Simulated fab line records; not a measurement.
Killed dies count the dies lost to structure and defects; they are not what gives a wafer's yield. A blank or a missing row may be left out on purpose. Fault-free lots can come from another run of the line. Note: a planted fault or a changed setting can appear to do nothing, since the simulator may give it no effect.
Struck lot and sound lot, side by side + flow n5 finfet + 16 out of 1938 route steps
Sound: wafers L800.1, L800.3, L800.6. Wafers L808.1, L808.2, L808.5 were the ones struck. At the end, the cause is stated.
For every step that has rows: the tool of each side, followed by ch and its chambers, followed by its first start. Under that, the readings that differ: sound wafers + struck wafers + difference of the means + sigmas: that difference in standard deviations of wafers without a fault.
alike: words and numbers the same on both sides, and readings whose means are apart by under 2 such deviations; not compared: readings that were withheld, readings missing a value for some wafer, numbers with overlapping values and no deviation given by the record, and bounds like >300 which may hide the same value.
A row with sigmas, a row that says differs or no value, or rows on one side alone: a step with any of these is where the two part. Numbers that don't overlap but have no deviation are shown without sigmas and don't part them. A reading missing from all wafers of one side parts the sides only when that side holds two or more wafers.

first, 9 steps without rows for these wafers: N5_MOL_CONTACT_COAG_DEVELOP_39 (develop time 30 s); N5_MOL_CONTACT_COAG_DESCUM_45 (chemistry O2, time 7 s); N5_MOL_CONTACT_COAG_ETCH_65 (etches underlayer in N2/H2, target depth 13 nm, time 10.4 s); N5_MOL_CONTACT_COAG_ETCH_66 (etches SiARC in CF4, target depth 13 nm, time 21.7 s); N5_MOL_CONTACT_COAG_ALD_133 (deposits SiO2, target thk 5 nm, pulse time 1 s, co reactant pulse time 1 s); N5_MOL_CONTACT_COAG_ETCHBACK_134 (etches SiO2 in CHF3, target depth 10 nm, time 6.7 s); N5_MOL_CONTACT_COAG_ETCH_67 (etches SOC in N2/H2, target depth 60 nm, overetch 21 nm, time 101.2 s); N5_MOL_CONTACT_COAG_STRIP_68 (strips in N2/H2); N5_MOL_CONTACT_COAG_STRIP_69 (strips in N2/H2).
N5_MOL_CONTACT_COAG_ETCHBACK_136: etches SiO2 in CHF3, target depth 25 nm, time 16.7 s.
  sound on rie diel-05 ch 0,1,3, day 7 22:55; struck on rie diel-05 ch 0,2,3, day 9 21:12
  no value came back on the struck wafers for any of 7 readings (CHF3_flow_sccm (sccm), bias w (W) and others); on the sound wafers CHF3_flow_sccm (sccm) reads 50.11 49.95 50.06
| reading                                             | sound          | struck       | difference | sigmas |
|-----------------------------------------------------|----------------|--------------|------------|--------|
| model.SiARC_of_MOL_CONTACT_COAG_COAT_63.thk nm (nm) | 0 0 0          | 5.8 5.6 5.8  | +5.7       |        |
| model.SOC_of_MOL_CONTACT_COAG_COAT_62.thk nm (nm)   | 57.6 57.4 57.4 | 59.8 59.8 60 | +2.4       |        |
  not compared: rf hours counter h
then, 1 step without rows for these wafers: N5_MOL_CONTACT_COAG_STRIP_120 (strips in CHF3).
N5_MOL_CONTACT_COAG_VIA_ETCH_117: etches SiO2 in C4F6/O2, target depth 40 nm, overetch 8 nm, time 26 s.
  sound on rie diel-05 ch 0,1,3, day 7 22:57; struck on rie diel-05 ch 0,2,3, day 9 21:14
| reading                                      | sound             | struck            | difference | sigmas |
|----------------------------------------------|-------------------|-------------------|------------|--------|
| model.MOL_CONTACT_COAG.feature depth nm (nm) | 39.8 39.6 39.2    | 44.6 44.2 44.2    | +4.8       |        |
| model.etch.depth nm (nm)                     | 39.81 39.67 39.23 | 44.37 43.98 43.91 | +4.52      |        |
  alike: drypump motor current A, oes product au, rf vpp V, showerhead plenum p Torr, throttle valve pct
  not compared: rf hours counter h
then, 1 step without rows for these wafers: N5_MOL_CONTACT_COAG_ETCH_124 (etches SiNx in CH3F/O2, stops on SiOC, target depth 6.5 nm).
N5_MOL_CONTACT_COAG_ETCH_48: etches SiOC in C4F6/O2, target depth 15 nm, overetch 4.5 nm, time 17 s.
  sound on rie diel-05 ch 0,1,3, day 7 23:01; struck on rie diel-05 ch 0,2,3, day 9 21:18
| reading                                           | sound          | struck         | difference | sigmas |
|---------------------------------------------------|----------------|----------------|------------|--------|
| model.SOC_of_MOL_CONTACT_COAG_COAT_62.thk nm (nm) | 46.2 45.6 45.6 | 48.2 48.2 48.2 | +2.4       |        |
  alike: drypump motor current A, oes product au, rf vpp V, showerhead plenum p Torr, throttle valve pct
  not compared: rf hours counter h
then, 1 step without rows for these wafers: N5_MOL_CONTACT_COAG_STRIP_72 (strips in N2/H2).
N5_PASSIVATION_PROBE_49:
  rows exist in the record for the sound wafers here (prober-01, day 15 06:40), none for the struck ones

## WHERE THEY PART
Last at N5_PASSIVATION_PROBE_49 as far as this record goes, first at N5_MOL_CONTACT_COAG_ETCHBACK_136.

WHY: the cause the simulator had injected
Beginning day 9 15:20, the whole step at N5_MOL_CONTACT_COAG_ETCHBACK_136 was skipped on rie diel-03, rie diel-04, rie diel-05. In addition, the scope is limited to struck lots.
